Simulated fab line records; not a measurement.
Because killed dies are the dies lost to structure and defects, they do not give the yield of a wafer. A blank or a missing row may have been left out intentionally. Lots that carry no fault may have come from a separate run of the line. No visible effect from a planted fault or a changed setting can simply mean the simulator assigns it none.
Split-lot study | flow n5-finfet | 39 wafers read across 7 lots, on a route 1938 steps long

== SPLIT DETAILS ==
At N5_HKMG_FIN_DEVELOP_48 (develop time 30 s), the setting develop-time-s was moved away from the recipe's 30 s on 9 of the 39 wafers read, by -50.5% to +24.2%. All remaining wafers had this setting at the recipe value.

Split to reading: the file shows no intervening step.

== THE READING ==
Shown in nm: cd-nm at N5_HKMG_FIN_CD_MEAS_49, with target cd 202 nm. On this fab line, fault-free wafers typically give 202.1 nm with a standard deviation of 0.62 nm.

wafer  | tool, chamber at the split | develop-time-s as run, s | against the recipe | cd-nm, nm | against lot-mates on the recipe
L076.1 | litho-track-05, 0          | 30                       | recipe             | 202.1     | -
L076.2 | litho-track-05, 0          | 30                       | recipe             | 201.2     | -
L076.3 | litho-track-05, 0          | 30                       | recipe             | 200.9     | -
L076.4 | litho-track-05, 0          | 30                       | recipe             | 201.1     | -
L076.5 | litho-track-05, 0          | 30                       | recipe             | 201.7     | -
L076.6 | litho-track-05, 0          | 30                       | recipe             | 201.7     | -
L078.1 | litho-track-03, 0          | 30                       | recipe             | 203.1     | -
L078.2 | litho-track-03, 0          | 14.86                    | -50.5%             | 198.6     | -4.2
L078.3 | litho-track-03, 0          | 14.86                    | -50.5%             | 199.0     | -3.8
L078.4 | litho-track-03, 0          | 30                       | recipe             | 202.0     | -
L078.5 | litho-track-03, 0          | 30                       | recipe             | 203.2     | -
L078.6 | litho-track-03, 0          | 14.86                    | -50.5%             | 198.9     | -3.9
L079.1 | litho-track-05, 0          | 30                       | recipe             | 201.7     | -
L079.2 | litho-track-05, 0          | 30                       | recipe             | 202.3     | -
L079.3 | litho-track-05, 0          | 30                       | recipe             | 201.8     | -
L079.4 | litho-track-05, 0          | 30                       | recipe             | 201.9     | -
L079.5 | litho-track-05, 0          | 30                       | recipe             | 202.6     | -
L079.6 | litho-track-05, 0          | 30                       | recipe             | 201.6     | -
L082.1 | litho-track-04, 0          | 37.25                    | +24.2%             | 202.4     | +0.3
L082.2 | litho-track-04, 0          | 30                       | recipe             | 202.3     | -
L082.3 | litho-track-04, 0          | 30                       | recipe             | 201.8     | -
L082.4 | litho-track-04, 0          | 30                       | recipe             | 202.3     | -
L082.5 | litho-track-04, 0          | 37.25                    | +24.2%             | 202.6     | +0.5
L082.6 | litho-track-04, 0          | 37.25                    | +24.2%             | 203.4     | +1.3
L089.2 | litho-track-05, 0          | 30                       | recipe             | 202.2     | -
L089.3 | litho-track-05, 0          | 30                       | recipe             | 202.7     | -
L089.6 | litho-track-05, 0          | 30                       | recipe             | 202.1     | -
L091.1 | litho-track-04, 0          | 30                       | recipe             | 202.7     | -
L091.2 | litho-track-04, 0          | 30                       | recipe             | 203.1     | -
L091.3 | litho-track-04, 0          | 30                       | recipe             | 202.7     | -
L091.4 | litho-track-04, 0          | 30                       | recipe             | 202.4     | -
L091.5 | litho-track-04, 0          | 30                       | recipe             | 202.1     | -
L091.6 | litho-track-04, 0          | 30                       | recipe             | 202.5     | -
L092.1 | litho-track-05, 0          | 17.34                    | -42.2%             | 200.5     | -1.9
L092.2 | litho-track-05, 0          | 30                       | recipe             | 202.7     | -
L092.3 | litho-track-05, 0          | 17.34                    | -42.2%             | 199.9     | -2.5
L092.4 | litho-track-05, 0          | 30                       | recipe             | 202.5     | -
L092.5 | litho-track-05, 0          | 30                       | recipe             | 202.0     | -
L092.6 | litho-track-05, 0          | 17.34                    | -42.2%             | 200.3     | -2.1

THE FIT
A straight line over all 39 wafers: cd-nm changes by +0.0529 nm for each +1% of develop-time-s; r = +0.86; the points scatter about the line by 0.59 nm.
The same after taking each lot's own level away (the mean of its wafers on the recipe; 39 wafers): +0.061 nm for each +1%; r = +0.92; scatter 0.49 nm.
Per that fit: largest develop-time-s move, reading shift of 3.1 nm.
Across the lots, their own levels run from 201.45 to 202.77 nm, a range of 2.1 times the standard deviation given above.
So the slope is not independent of the lot-to-lot level: the two fits are not the same.
Check: -2.96 nm against its lot-mates is what the line predicts for one of the wafers moved furthest among these (-50.5%) when that wafer is left out of the fit. It came out at -4.17 nm against them.

== THE WHOLE CHAIN: every reading that the file lists as answering this split, in the file's order ==
step                   | what it does                                           | reading                                                                | change (the file's fit)                | r (the file's)
N5_HKMG_FIN_CD_MEAS_49 | target cd 202 nm                                       | cd-nm                                                                  | +0.0626 nm for each +1% of the setting | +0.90
N5_HKMG_FIN_ETCH_54    | etches SiARC in CF4, target depth 45.5 nm, time 75.8 s | HKMG_FIN.cd-offset-nm (the simulator's own value, which no gauge read) | +0.0625 nm for each +1% of the setting | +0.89
N5_HKMG_FIN_ETCH_55    | etches SOC in N2/H2, target depth 240 nm, time 300 s   | HKMG_FIN.cd-offset-nm (the simulator's own value, which no gauge read) | +0.0587 nm for each +1% of the setting | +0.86
N5_HKMG_FIN_ETCH_58    | etches SOC in N2/H2, target depth 215.8 nm, time 741 s | HKMG_FIN.cd-offset-nm (the simulator's own value, which no gauge read) | +0.0626 nm for each +1% of the setting | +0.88

== THE FILE'S OWN FIT ==
cd-nm changes by +0.0626 nm for each +1% of develop-time-s, r = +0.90.
